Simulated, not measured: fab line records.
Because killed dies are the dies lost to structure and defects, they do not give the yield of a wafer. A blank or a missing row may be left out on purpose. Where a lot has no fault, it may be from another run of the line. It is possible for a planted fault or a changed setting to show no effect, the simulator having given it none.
Split-lot study | flow n5Finfet | route with 1938 steps; 7 lots, 21 wafers read

ON THE SPLIT
At N5_SDB_COAT_05 (resist thk 90 nm), the setting spinRpm was moved away from the recipe's 1500 rpm on 9 of the 21 wafers read, by -8.9% to +11.0%. This setting was run at the recipe's value on the other wafers.

The reading is taken at the split's own step.

THE READING
CAR-ArF_of_SDB_COAT_05.thkNm (the simulator's own value, which no gauge read), in nm, at N5_SDB_COAT_05 (resist thk 90 nm). The file gives no usual value for it. Across the 12 wafers here that went through the recipe, the average is 89.8 nm and the standard deviation 0.2 nm.

wafer  | tool, chamber at the split | spinRpm as run, rpm | against the recipe | CAR-ArF_of_SDB_COAT_05.thkNm, nm | against lot-mates on the recipe
L081.2 | lithoTrack-01, 0           | 1375                | -8.3%              | 94.2                             | +4.4
L081.4 | lithoTrack-01, 0           | 1500                | recipe             | 89.8                             | -
L081.6 | lithoTrack-01, 0           | 1500                | recipe             | 89.8                             | -
L082.4 | lithoTrack-01, 0           | 1500                | recipe             | 90                               | -
L082.5 | lithoTrack-01, 0           | 1430                | -4.7%              | 92                               | +2.1
L082.6 | lithoTrack-01, 0           | 1500                | recipe             | 89.8                             | -
L085.2 | lithoTrack-01, 0           | 1665                | +11.0%             | 85.6                             | -4.6
L085.3 | lithoTrack-01, 0           | 1500                | recipe             | 90.2                             | -
L085.4 | lithoTrack-01, 0           | 1665                | +11.0%             | 85.4                             | -4.8
L086.1 | lithoTrack-01, 0           | 1500                | recipe             | 89.8                             | -
L086.5 | lithoTrack-01, 0           | 1500                | recipe             | 89.8                             | -
L086.3 | lithoTrack-01, 0           | 1500                | recipe             | 90.2                             | -
L089.4 | lithoTrack-05, 0           | 1500                | recipe             | 89.6                             | -
L089.6 | lithoTrack-05, 0           | 1500                | recipe             | 89.6                             | -
L089.5 | lithoTrack-05, 0           | 1367                | -8.9%              | 93.6                             | +4.0
L090.2 | lithoTrack-01, 0           | 1500                | recipe             | 89.8                             | -
L090.3 | lithoTrack-01, 0           | 1405                | -6.3%              | 92.6                             | +2.8
L090.4 | lithoTrack-01, 0           | 1405                | -6.3%              | 92.8                             | +3.0
L097.4 | lithoTrack-01, 0           | 1500                | recipe             | 89.6                             | -
L097.5 | lithoTrack-01, 0           | 1415                | -5.7%              | 92.4                             | +2.8
L097.6 | lithoTrack-01, 0           | 1415                | -5.7%              | 92.2                             | +2.6

THE FIT
A straight line over all 21 wafers: CAR-ArF_of_SDB_COAT_05.thkNm changes by -0.426 nm for each +1% of spinRpm; r = -0.99; the points scatter about the line by 0.26 nm.
The same after taking each lot's own level away (the mean of its wafers on the recipe; 21 wafers): -0.451 nm for each +1%; r = -1.00; scatter 0.19 nm.
On that fit, the largest move of spinRpm shifts the reading by 5 nm.
Measured against the standard deviation above, the lots' own levels, which go from 89.60 to 90.20 nm, span 3.0 times it.
So the lot-to-lot level changes the slope little: the two slopes agree.
Check: with one of the wafers moved furthest among these (+11.0%) left out of the fit, the line predicts -5.03 nm for it against its lot-mates. It came out at -4.6 nm against them.

OTHER SPLITS ON THESE WAFERS
Note: prior to the reading, these wafers also went through further splits. Each is held against what the fit with the lots' levels taken away leaves over:
other split on the same wafers    | wafers away from the commonest value | r with CAR-ArF_of_SDB_COAT_05.thkNm (lot level and that fit taken away)
N5_FIN_SAQP_PECVD_06 timeS        | 5                                    | +0.06
N5_FIN_SAQP_COAT_10 spinRpm       | 9                                    | +0.28
N5_DUMMY_GATE_COAT_09 spinRpm     | 7                                    | +0.13
N5_SD_EPI_N_ETCH_45 targetDepthA  | 7                                    | -0.20
N5_SD_EPI_N_EPI_21 epiGrowthTimeS | 7                                    | -0.02

FILE'S OWN FIT
CAR-ArF_of_SDB_COAT_05.thkNm changes by -0.461 nm for each +1% of spinRpm, r = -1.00.
